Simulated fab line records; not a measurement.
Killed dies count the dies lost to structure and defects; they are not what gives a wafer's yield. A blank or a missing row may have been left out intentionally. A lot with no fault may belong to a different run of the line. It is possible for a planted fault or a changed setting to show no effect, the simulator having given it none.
Chamber matching :: flow n5 finfet :: N5_BEOL_M6_DESCUM_33 on rie diel-01 has 4 sister chambers
The step chemistry O2, time 7 s. 4 wafers are shown with their chamber, then 9 later ones without.

## WAFERS, EACH WITH ITS CHAMBER
wafer: L080.1
chamber: 2
showerhead plenum p Torr (Torr): 2.01

wafer: L089.2
chamber: 1
showerhead plenum p Torr (Torr): 2.03

wafer: L089.3
chamber: 3
showerhead plenum p Torr (Torr): 2.03

wafer: L089.6
chamber: 0
showerhead plenum p Torr (Torr): 2.14

## WAFERS WITH NO CHAMBER GIVEN
wafer: L091.1
showerhead plenum p Torr (Torr): 2.03

wafer: L091.2
showerhead plenum p Torr (Torr): 2.00

wafer: L091.6
showerhead plenum p Torr (Torr): 2.02

wafer: L093.1
showerhead plenum p Torr (Torr): 2.03

wafer: L093.4
showerhead plenum p Torr (Torr): 2.00

wafer: L093.6
showerhead plenum p Torr (Torr): 2.02

wafer: L095.2
showerhead plenum p Torr (Torr): 2.13

wafer: L095.5
showerhead plenum p Torr (Torr): 2.02

wafer: L095.6
showerhead plenum p Torr (Torr): 2.00

## THE CHAMBER EACH PASSED THROUGH
wafer: L091.1
from the rows above: can't be placed: 1 or 3
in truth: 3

wafer: L091.2
from the rows above: 2
in truth: 2

wafer: L091.6
from the rows above: can't be placed: 1 or 3 or 2
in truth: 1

wafer: L093.1
from the rows above: can't be placed: 1 or 3
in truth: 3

wafer: L093.4
from the rows above: 2
in truth: 2

wafer: L093.6
from the rows above: can't be placed: 1 or 3 or 2
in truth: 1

wafer: L095.2
from the rows above: 0
in truth: 0

wafer: L095.5
from the rows above: can't be placed: 1 or 3 or 2
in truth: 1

wafer: L095.6
from the rows above: 2
in truth: 2
Correct placement for 4 of the 9. Unplaceable from these rows: 5, with the true chamber sitting among the candidates in 5. Number placed wrongly: 0.
How it was worked out, from the rows above alone: a wafer's distance from a chamber is the root of the sum, over the readings, of the square of ((its reading less the chamber's mean) divided by the reading's scatter). If the next closest chamber is less than 2 further off than the closest, the wafer can't be placed; otherwise it belongs to the closest. Each chamber's mean is taken over the wafers shown for it. The scatter: with one shown wafer a chamber, the root of the mean of the squares of how far each hidden wafer lies from its nearest shown one.
